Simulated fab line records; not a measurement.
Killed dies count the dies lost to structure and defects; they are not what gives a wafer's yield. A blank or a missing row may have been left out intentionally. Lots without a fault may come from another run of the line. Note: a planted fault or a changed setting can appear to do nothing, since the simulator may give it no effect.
Chamber matching || flow nand_harc || 4 sister chambers for NHARC_P_BONDPAD_ACTIVATE_29 on rie_diel-04
The step chemistry N2, time 60 s. 14 wafers are shown with their chamber, then 7 later ones without.

## WAFERS WITH THEIR CHAMBER
{"wafer": "L074.3", "chamber": 2, "showerhead_plenum_p_Torr (Torr)": 1.86, "oes_product_au (a.u.)": 0.997, "rf_vpp_V (V)": 63.7}
{"wafer": "L074.4", "chamber": 0, "showerhead_plenum_p_Torr (Torr)": 1.86, "oes_product_au (a.u.)": 1.013, "rf_vpp_V (V)": 63.2}
{"wafer": "L074.6", "chamber": 1, "showerhead_plenum_p_Torr (Torr)": 1.77, "oes_product_au (a.u.)": 1.027, "rf_vpp_V (V)": 64.5}
{"wafer": "L076.2", "chamber": 3, "showerhead_plenum_p_Torr (Torr)": 1.90, "oes_product_au (a.u.)": 1.003, "rf_vpp_V (V)": 63.9}
{"wafer": "L076.4", "chamber": 2, "showerhead_plenum_p_Torr (Torr)": 1.86, "oes_product_au (a.u.)": 0.986, "rf_vpp_V (V)": 64.8}
{"wafer": "L076.5", "chamber": 3, "showerhead_plenum_p_Torr (Torr)": 1.90, "oes_product_au (a.u.)": 1.010, "rf_vpp_V (V)": 65.5}
{"wafer": "L082.2", "chamber": 2, "showerhead_plenum_p_Torr (Torr)": 1.86, "oes_product_au (a.u.)": 1.005, "rf_vpp_V (V)": 66.3}
{"wafer": "L082.4", "chamber": 0, "showerhead_plenum_p_Torr (Torr)": 1.86, "oes_product_au (a.u.)": 0.989, "rf_vpp_V (V)": 64.5}
{"wafer": "L082.5", "chamber": 2, "showerhead_plenum_p_Torr (Torr)": 1.85, "oes_product_au (a.u.)": 1.006, "rf_vpp_V (V)": 62.7}
{"wafer": "L084.1", "chamber": 0, "showerhead_plenum_p_Torr (Torr)": 1.86, "oes_product_au (a.u.)": 0.991, "rf_vpp_V (V)": 64.8}
{"wafer": "L084.2", "chamber": 2, "showerhead_plenum_p_Torr (Torr)": 1.85, "oes_product_au (a.u.)": 0.999, "rf_vpp_V (V)": 64.5}
{"wafer": "L084.4", "chamber": 3, "showerhead_plenum_p_Torr (Torr)": 1.90, "oes_product_au (a.u.)": 0.994, "rf_vpp_V (V)": 65.3}
{"wafer": "L091.2", "chamber": 0, "showerhead_plenum_p_Torr (Torr)": 1.85, "oes_product_au (a.u.)": 1.014, "rf_vpp_V (V)": 65.3}
{"wafer": "L091.4", "chamber": 3, "showerhead_plenum_p_Torr (Torr)": 1.90, "oes_product_au (a.u.)": 1.008, "rf_vpp_V (V)": 63.9}

SIGNATURES (averages over the wafers above)
{"reading": "showerhead_plenum_p_Torr", "chamber 0": 1.8575, "chamber 1": 1.7700, "chamber 2": 1.8560, "chamber 3": 1.9000, "scatter within a chamber": 0.00442}
{"reading": "oes_product_au", "chamber 0": 1.00175, "chamber 1": 1.02700, "chamber 2": 0.99860, "chamber 3": 1.00375, "scatter within a chamber": 0.00982}
{"reading": "rf_vpp_V", "chamber 0": 64.450, "chamber 1": 64.500, "chamber 2": 64.400, "chamber 3": 64.650, "scatter within a chamber": 1.09}
Rule: a wafer's distance from a chamber is the root of the sum, over the readings, of the square of ((its reading less the chamber's mean) divided by the reading's scatter). If the next closest chamber is less than 2 further off than the closest, the wafer can't be placed; otherwise it belongs to the closest. How the scatter is found: for the shown wafers, subtract from each reading the mean of its chamber, square and add these, divide the total by (wafers less chambers), then take the root.

## WAFERS MISSING THEIR CHAMBER
{"wafer": "L091.6", "showerhead_plenum_p_Torr (Torr)": 1.77, "oes_product_au (a.u.)": 1.004, "rf_vpp_V (V)": 63.6}
{"wafer": "L090.1", "showerhead_plenum_p_Torr (Torr)": 1.85, "oes_product_au (a.u.)": 1.010, "rf_vpp_V (V)": 64.3}
{"wafer": "L090.5", "showerhead_plenum_p_Torr (Torr)": 1.77, "oes_product_au (a.u.)": 0.998, "rf_vpp_V (V)": 64.5}
{"wafer": "L090.6", "showerhead_plenum_p_Torr (Torr)": 1.85, "oes_product_au (a.u.)": 1.014, "rf_vpp_V (V)": 64.7}
{"wafer": "L092.2", "showerhead_plenum_p_Torr (Torr)": 1.77, "oes_product_au (a.u.)": 1.000, "rf_vpp_V (V)": 64.3}
{"wafer": "L092.3", "showerhead_plenum_p_Torr (Torr)": 1.85, "oes_product_au (a.u.)": 1.011, "rf_vpp_V (V)": 63.4}
{"wafer": "L092.5", "showerhead_plenum_p_Torr (Torr)": 1.77, "oes_product_au (a.u.)": 1.005, "rf_vpp_V (V)": 64.4}

## CHAMBER TAKEN BY EACH
{"wafer": "L091.6", "from the rows above": 1, "in truth": 1}
{"wafer": "L090.1", "from the rows above": "can't be placed: 2 or 0", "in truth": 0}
{"wafer": "L090.5", "from the rows above": 1, "in truth": 1}
{"wafer": "L090.6", "from the rows above": "can't be placed: 2 or 0", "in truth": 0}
{"wafer": "L092.2", "from the rows above": 1, "in truth": 1}
{"wafer": "L092.3", "from the rows above": "can't be placed: 2 or 0", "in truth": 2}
{"wafer": "L092.5", "from the rows above": 1, "in truth": 1}
Placed correctly: 4 of 7. From these rows, 3 cannot be placed; in 3 the true chamber is one of the candidates. Wrongly placed: 0.
